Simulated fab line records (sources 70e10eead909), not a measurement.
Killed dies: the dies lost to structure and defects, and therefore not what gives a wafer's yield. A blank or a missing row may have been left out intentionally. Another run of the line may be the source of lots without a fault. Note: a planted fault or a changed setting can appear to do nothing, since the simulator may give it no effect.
Chamber matching | flow nand harc | NHARC_A_CONTACT_DESCUM_47 on rie diel-05: 4 sister chambers
The step chemistry O2, time 3 s. 18 wafers are shown with their chamber, then 9 later ones without.

== WAFERS PAIRED WITH THEIR CHAMBERS ==
wafer  | chamber | drypump motor current A (A) | showerhead plenum p Torr (Torr) | oes product au (a.u.)
L075.3 | 0       | 6.0                         | 1.80                            | 1.007
L075.4 | 2       | 5.7                         | 1.77                            | 0.993
L075.6 | 3       | 5.3                         | 1.95                            | 0.979
L076.2 | 3       | 5.3                         | 1.95                            | 0.995
L076.4 | 2       | 5.7                         | 1.77                            | 1.018
L076.5 | 0       | 6.0                         | 1.80                            | 1.002
L081.1 | 1       | 4.9                         | 1.94                            | 0.994
L081.4 | 2       | 5.7                         | 1.76                            | 1.015
L081.5 | 0       | 6.0                         | 1.79                            | 0.997
L086.2 | 0       | 6.0                         | 1.79                            | 0.991
L086.3 | 2       | 5.7                         | 2.08                            | 1.003
L086.5 | 1       | 4.9                         | 1.94                            | 0.999
L094.2 | 2       | 5.7                         | 2.07                            | 1.016
L094.4 | 1       | 4.9                         | 1.93                            | 0.979
L094.5 | 2       | 5.7                         | 2.07                            | 1.014
L092.1 | 3       | 5.3                         | 1.94                            | 0.999
L092.3 | 0       | 6.0                         | 1.78                            | 0.982
L092.5 | 3       | 5.2                         | 1.94                            | 1.000

SIGNATURES (means of the wafers above)
reading                  | chamber 0 | chamber 1 | chamber 2 | chamber 3 | scatter within a chamber
drypump motor current A  | 6.000     | 4.900     | 5.700     | 5.275     | 0.0231
showerhead plenum p Torr | 1.7920    | 1.9367    | 1.9200    | 1.9450    | 0.101
oes product au           | 0.99580   | 0.99067   | 1.00983   | 0.99325   | 0.00985
Rule: for a wafer and a chamber, the distance is found by dividing, reading by reading, the gap between the wafer's reading and the chamber's mean by the reading's scatter, squaring, summing and taking the root. If the next closest chamber is less than 2 further off than the closest, the wafer can't be placed; otherwise it belongs to the closest. The scatter is the square root of a quotient: the sum, over the shown wafers, of each reading's squared deviation from its chamber's mean, divided by wafers minus chambers.

== WAFERS WITH NO CHAMBER GIVEN ==
wafer  | drypump motor current A (A) | showerhead plenum p Torr (Torr) | oes product au (a.u.)
L093.3 | 5.7                         | 2.06                            | 1.010
L093.5 | 5.2                         | 1.93                            | 1.002
L093.6 | 5.9                         | 1.78                            | 0.997
L095.3 | 6.0                         | 1.78                            | 0.982
L095.5 | 5.2                         | 1.93                            | 0.984
L095.6 | 5.7                         | 2.06                            | 1.000
L097.2 | 6.0                         | 1.78                            | 0.991
L097.3 | 4.9                         | 1.92                            | 0.992
L097.4 | 5.3                         | 1.93                            | 0.997

== THE CHAMBER EACH PASSED THROUGH ==
wafer  | from the rows above | in truth
L093.3 | 2                   | 2
L093.5 | 3                   | 3
L093.6 | 0                   | 0
L095.3 | 0                   | 0
L095.5 | 3                   | 3
L095.6 | 2                   | 2
L097.2 | 0                   | 0
L097.3 | 1                   | 1
L097.4 | 3                   | 3
Correct placement for 9 of the 9. Can't be placed from these rows: 0. Placed wrongly: 0.
